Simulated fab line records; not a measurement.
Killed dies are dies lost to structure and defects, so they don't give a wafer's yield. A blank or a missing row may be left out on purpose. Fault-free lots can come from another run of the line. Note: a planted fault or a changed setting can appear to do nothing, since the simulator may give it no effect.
Comparing a struck lot with a sound one :: flow nand_harc :: 13 steps out of a route of 1302
Sound: wafers L939.2, L939.3, L939.5. Struck: wafers L955.1, L955.3, L955.4. The cause is named last.
Order at every step that has rows: each side's tool, ch and its chambers, its first start. Under that, the readings that differ: sound wafers :: struck wafers :: difference of the means :: sigmas: that difference in standard deviations of wafers without a fault.
alike: words and numbers the same on both sides, and readings whose means are apart by under 2 such deviations; not compared: readings that were withheld, readings missing a value for some wafer, numbers with overlapping values and no deviation given by the record, and bounds like >300 which may hide the same value.
The two part at a step that has a row with sigmas, a row that says differs or no value, or rows on one side only. Numbers that don't overlap but have no deviation are shown without sigmas and don't part them. A reading missing from all wafers of one side parts the sides only when that side holds two or more wafers.

first, 1 step without rows for these wafers: NHARC_A_SLIT_SRD_20.
NHARC_A_SLIT_CD_MEAS_21:
  sound on cd_sem-02, day 21 07:17; struck on cd_sem-03, day 27 21:25
  alike: cd_nm
then, 3 steps without rows for these wafers: NHARC_A_SIN_REMOVE_WET_00 (chemistry H3PO4, time 15300 s); NHARC_A_SIN_REMOVE_PRECLEAN_01 (cleans in SC1); NHARC_A_SIN_REMOVE_SRD_02.
NHARC_A_SIN_REMOVE_INSPECT_04:
  sound on defect_inspect-02, day 21 13:50; struck on defect_inspect-01, day 28 04:06
reading: raw_defect_count
sound: 550 698 526
struck: 304 396 303
difference: -257
sigmas: -3
NHARC_A_WL_FILL_ALD_00: deposits Al2O3, target thk 3 nm, pulse time 3 s, ald cycles 30.
  sound on ald_hk-04 ch 0,1, day 21 13:56; struck on ald_hk-04 ch 1,2,3, day 28 06:37
  alike: heater_power_w, precursor_pulse_height_rel
NHARC_A_WL_FILL_RTA_01: time 5 s.
  sound on rtp_anneal-01 ch 0, day 21 14:12; struck on rtp_anneal-02 ch 0, day 28 06:53
reading: lamp_power_pct (%)
sound: 32.2 32.2 32.2
struck: 31.0 31.0 31.0
difference: -1.2
sigmas: -2

reading: lamp_zone_6_pct (%)
sound: 32.1 32.1 32.2
struck: 31.0 31.0 30.9
difference: -1.2
sigmas: -2

reading: lamp_zone_7_pct (%)
sound: 32.7 32.8 32.7
struck: 31.5 31.5 31.5
difference: -1.2
sigmas: -2
  alike: wafer_temp_C_max
NHARC_A_WL_FILL_ALD_02: deposits TiN, target thk 2 nm, pulse time 3 s, ald cycles 100.
  sound on ald_metal-04 ch 0,1,2, day 21 14:23; struck on ald_metal-03 ch 0,1,3, day 28 07:06
  alike: heater_power_w, precursor_pulse_height_rel
NHARC_A_WL_FILL_CVD_03: deposits W, target thk 40 nm, time 279 s.
  sound on cvd_w-02 ch 0,1, day 21 14:52; struck on cvd_w-02 ch 0,1, day 28 07:32
  alike: heater_power_w, mfc_ar_sccm, throttle_valve_pct
NHARC_A_WL_FILL_ETCHBACK_04: etches the open film in NF3, target depth 60 nm, time 120 s.
  sound on rie_metal-03 ch 0,1, day 21 15:13; struck on rie_metal-03 ch 0,1, day 28 07:56
reading: run_length_s (s)
sound: 142.0 141.8 141.3
struck: 127.7 127.1 126.0
difference: -14.8
sigmas: -30
  alike: drypump_motor_current_A, oes_product_au
  not compared: rf_hours_counter_h
NHARC_A_WL_FILL_ETCHBACK_05: etches the open film in Cl2/BCl3, target depth 22 nm, time 60 s.
  sound on rie_metal-03 ch 0,1, day 21 15:26; struck on rie_metal-03 ch 0,1, day 28 08:10
  alike: drypump_motor_current_A, oes_product_au, run_length_s
  not compared: rf_hours_counter_h
-- the record jumps here: 4 days lie between the struck wafers' starts before and after (it left off in module A_WL_FILL and takes up again in module END, whose first step shown is number 1302 of the route) --
NHARC_END_SORT_01:
  at this point the record logs the struck wafers (prober-01 ch 0, day 32 15:44) and has no rows for the sound ones

== WHERE THEY PART ==
Last at NHARC_END_SORT_01 as far as this record goes, first at NHARC_A_SIN_REMOVE_INSPECT_04.

WHY: the cause the simulator had injected
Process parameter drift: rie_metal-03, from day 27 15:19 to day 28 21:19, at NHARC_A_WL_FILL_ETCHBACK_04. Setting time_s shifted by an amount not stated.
